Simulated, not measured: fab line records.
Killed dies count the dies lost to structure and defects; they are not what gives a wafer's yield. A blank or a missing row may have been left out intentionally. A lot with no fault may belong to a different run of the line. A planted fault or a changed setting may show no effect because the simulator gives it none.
Struck lot and sound lot, side by side -- flow nand-harc -- 14 steps out of a route of 1302
Sound: these wafers, L704.1, L704.2, L704.5. The struck wafers were L692.1, L692.3, L692.6. At the end, the cause is stated.
Order at every step that has rows: each side's tool, ch and its chambers, its first start. Under that, the readings that differ: sound wafers -- struck wafers -- difference of the means -- sigmas: that difference in standard deviations of wafers without a fault.
alike: words and numbers the same on both sides, and readings whose means are apart by under 2 such deviations; not compared: readings that were withheld, readings missing a value for some wafer, numbers with overlapping values and no deviation given by the record, and bounds like >300 which may hide the same value.
A row with sigmas, a row that says differs or no value, or rows on one side alone: a step with any of these is where the two part. Non-overlapping numbers with no deviation appear without sigmas and do not part them. Lack of a reading on every wafer of one side parts them only where that side has two or more wafers.

NHARC_A_STAIRCASE_STRIP_254: strips in O2.
  sound on plasma-asher-02 ch 0,1, day 24 10:28; struck on plasma-asher-02 ch 0,1, day 20 03:34
  alike: drypump-motor-current-A, heater-power-w
  not compared: rf-hours-counter-h
then, 3 steps without rows for these wafers: NHARC_A_STAIRCASE_STRIP_255 (strips in SPM, time 900 s); NHARC_A_STAIRCASE_PRECLEAN_256 (cleans in SC1); NHARC_A_STAIRCASE_SRD_257.
NHARC_A_STAIRCASE_HM_DEP_456: deposits aC, target thk 3100 nm.
  sound on acl-dep-03 ch 0, day 24 11:17; struck on acl-dep-03 ch 0, day 20 07:34
  alike: throttle-valve-pct
NHARC_A_STAIRCASE_DEP_259: deposits SiON, target thk 30 nm.
  sound on pecvd-01 ch 0,2, day 24 13:28; struck on pecvd-01 ch 0,1, day 20 09:27
  alike: heater-power-w
then, 6 steps without rows for these wafers: NHARC_A_STAIRCASE_DEHYDRATE_260 (time 120 s); NHARC_A_STAIRCASE_HMDS_261 (time 30 s); NHARC_A_STAIRCASE_COAT_262; NHARC_A_STAIRCASE_SOFTBAKE_263 (time 170 s); NHARC_A_STAIRCASE_EBR_264; NHARC_A_STAIRCASE_EXPOSE_265 (exposes mask CHOP 200).
NHARC_A_STAIRCASE_PEB_266: peb time 130 s.
  struck on litho-track-07, day 20 10:07; sound on litho-track-07 ch 0, day 24 14:06
  no value came back on the struck wafers for chill-plate-temp-C (C), exhaust-pa (Pa); on the sound wafers chill-plate-temp-C (C) reads 23.04 22.97 22.95
then, 1 step without rows for these wafers: NHARC_A_STAIRCASE_DEVELOP_267 (time 140 s).

## WHERE THEY PART
Only at NHARC_A_STAIRCASE_PEB_266, as far as this record shows.

WHY: what the simulator had put in
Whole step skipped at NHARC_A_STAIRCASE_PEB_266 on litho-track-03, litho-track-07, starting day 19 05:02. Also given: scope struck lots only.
